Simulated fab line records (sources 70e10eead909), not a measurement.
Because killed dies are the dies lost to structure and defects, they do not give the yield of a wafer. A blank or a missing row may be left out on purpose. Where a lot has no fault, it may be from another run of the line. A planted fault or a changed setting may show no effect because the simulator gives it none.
The tool behind it: which one? | flow nand-harc | 18 wafers from 6 lots sampled at 5 of the route's 1302 steps

WHAT THE GAUGES READ, wafer by wafer
NHARC_END_SORT_01.
lot  | measured     | on        | defect-limited-yield (%)
L817 | day 29 04:56 | prober-02 | 83.6 95.4 84.8

WHICH TOOL RAN EACH LOT (tool, then ch and the chambers of the sampled wafers, then the start)
lot  | NHARC_THIN_TSV_STRIP_45              | NHARC_THIN_TSV_DEP_47           | NHARC_THIN_TSV_STRIP_62              | NHARC_THIN_TSV_STRIP_56
L807 | plasma-asher-01 ch 0,1, day 24 03:11 | pecvd-02 ch 1,2, day 24 04:01   | plasma-asher-02 ch 0,1, day 24 04:44 | plasma-asher-01 ch 0,1, day 24 08:34
L815 | plasma-asher-02 ch 0,1, day 27 20:08 | pecvd-02 ch 1,2, day 27 20:48   | plasma-asher-02 ch 0,1, day 27 21:38 | plasma-asher-01 ch 0,1, day 28 01:33
L817 | plasma-asher-01 ch 1, day 28 12:06   | pecvd-03 ch 0,1,2, day 28 12:52 | plasma-asher-01 ch 0,1, day 28 13:39 | plasma-asher-02 ch 0,1, day 28 17:29
L823 | plasma-asher-02 ch 0,1, day 30 01:10 | pecvd-02 ch 0,2, day 30 02:01   | plasma-asher-02 ch 0, day 30 02:44   | plasma-asher-02 ch 0,1, day 30 06:32
L824 | plasma-asher-01 ch 0,1, day 31 05:29 | pecvd-02 ch 0,1, day 31 06:23   | plasma-asher-01 ch 0,1, day 31 07:06 | plasma-asher-02 ch 0,1, day 31 11:11
L829 | plasma-asher-02 ch 0, day 33 01:11   | pecvd-02 ch 1,2, day 33 02:06   | plasma-asher-02 ch 0,1, day 33 02:49 | plasma-asher-02 ch 0,1, day 33 06:37
- NHARC_THIN_TSV_STRIP_45: strips in O2.
- NHARC_THIN_TSV_DEP_47: deposits SiO2, target thk 200 nm.
- NHARC_THIN_TSV_STRIP_62: strips in N2/H2, time 20 s.
- NHARC_THIN_TSV_STRIP_56: strips in O2.

THE ANSWER, worked out from the rows above alone
Rule: what is usual is taken from the lots themselves. Put in order of their means at a reading, lots are off if they are a third of the lots or fewer, leave a main group of 4 or more, and stand apart from it by a gap of 3 or more times the standard deviation of the main group's means; of several such gaps the widest counts. If all means in a main group match to the digits the tables above print for the reading, that group is not used. Also off: a lot with no number at a reading for which 4 or more lots have one. The other lots that the step has rows for count as sound.
Nothing can be told from this: no lot is off at any reading shown.

WHAT HAD BEEN PUT IN BY THE SIMULATOR
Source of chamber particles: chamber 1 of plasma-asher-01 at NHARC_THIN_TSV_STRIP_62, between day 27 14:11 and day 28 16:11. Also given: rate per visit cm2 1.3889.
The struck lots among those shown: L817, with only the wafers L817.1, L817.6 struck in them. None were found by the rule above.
